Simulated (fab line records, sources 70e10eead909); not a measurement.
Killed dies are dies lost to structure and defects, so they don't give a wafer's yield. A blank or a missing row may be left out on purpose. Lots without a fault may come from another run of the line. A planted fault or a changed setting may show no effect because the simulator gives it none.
Which tool did it? | flow nand_harc | 12 lots, 36 wafers sampled, at 3 steps of a route of 1302

WHAT THE GAUGES READ, wafer by wafer
NHARC_P_M2_THK_MEAS_24: measures by xrf.
lot  | measured     | on            | thk_nm (nm)
L076 | day 7 04:06  | film_metro-01 | 145.2 144.2 145.9
L077 | day 7 18:37  | film_metro-02 | 143.9 142.4 145.3
L079 | day 8 13:38  | film_metro-01 | 145.6 143.6 145.1
L080 | day 9 06:25  | film_metro-01 | 146.1 144.7 145.3
L083 | day 10 04:44 | film_metro-02 | 144.3 143.3 142.5
L085 | day 10 23:58 | film_metro-02 | 143.9 145.7 145.3
L088 | day 12 17:54 | film_metro-02 | 148.5 142.1 149.5
L089 | day 13 02:50 | film_metro-01 | 144.6 143.8 144.1
L091 | day 13 20:34 | film_metro-01 | 145.0 146.4 146.4
L093 | day 14 11:34 | film_metro-02 | 144.6 147.2 146.6
L095 | day 15 10:14 | film_metro-01 | 146.7 146.9 145.6
L097 | day 16 01:59 | film_metro-02 | 142.8 143.5 140.9

WHICH TOOL RAN EACH LOT (tool, then ch and the chambers of the sampled wafers, then the start)
lot  | NHARC_P_CONTACT_CMP_24        | NHARC_P_M2_PVD_21
L076 | cmp-03 ch 0,1,3, day 6 16:10  | pvd_sputter-01, day 7 04:06 or earlier
L077 | cmp-02 ch 1,2,3, day 7 06:34  | pvd_sputter-02, day 7 18:37 or earlier
L079 | cmp-02 ch 1,2,3, day 8 01:30  | pvd_sputter-02, day 8 13:38 or earlier
L080 | cmp-02 ch 0,1,3, day 8 18:11  | pvd_sputter-03, day 9 06:25 or earlier
L083 | cmp-03 ch 0,1,3, day 9 16:44  | pvd_sputter-02, day 10 04:44 or earlier
L085 | cmp-04 ch 1,2, day 10 12:04   | pvd_sputter-01, day 10 23:58 or earlier
L088 | cmp-04 ch 0,2,3, day 12 05:16 | pvd_sputter-02, day 12 17:54 or earlier
L089 | cmp-02 ch 0,1, day 12 14:40   | pvd_sputter-01, day 13 02:50 or earlier
L091 | cmp-03 ch 1,2,3, day 13 08:38 | pvd_sputter-03, day 13 20:34 or earlier
L093 | cmp-03 ch 1,3, day 13 23:16   | pvd_sputter-01, day 14 11:34 or earlier
L095 | cmp-03 ch 0,1, day 14 21:50   | pvd_sputter-01, day 15 10:14 or earlier
L097 | cmp-03 ch 0,2,3, day 15 13:38 | pvd_sputter-01, day 16 01:59 or earlier
- NHARC_P_CONTACT_CMP_24: polishes, t overpolish 30 s, target thk 200 nm.
- NHARC_P_M2_PVD_21: deposits Cu, target thk 30 nm, time 20.49 s.

THE ANSWER, worked out from the rows above alone
Rule: what is usual is taken from the lots themselves. Put in order of their means at a reading, lots are off if they are a third of the lots or fewer, leave a main group of 4 or more, and stand apart from it by a gap of 3 or more times the standard deviation of the main group's means; of several such gaps the widest counts. A main group whose means are all the same, to the digits that the tables above print for the reading, isn't used. A lot without any number at a reading at which 4 lots or more have one is off too. The other lots that the step has rows for count as sound.
No lot is off at any reading shown: from this, nothing can be told.

WHAT THE SIMULATOR HAD PUT IN
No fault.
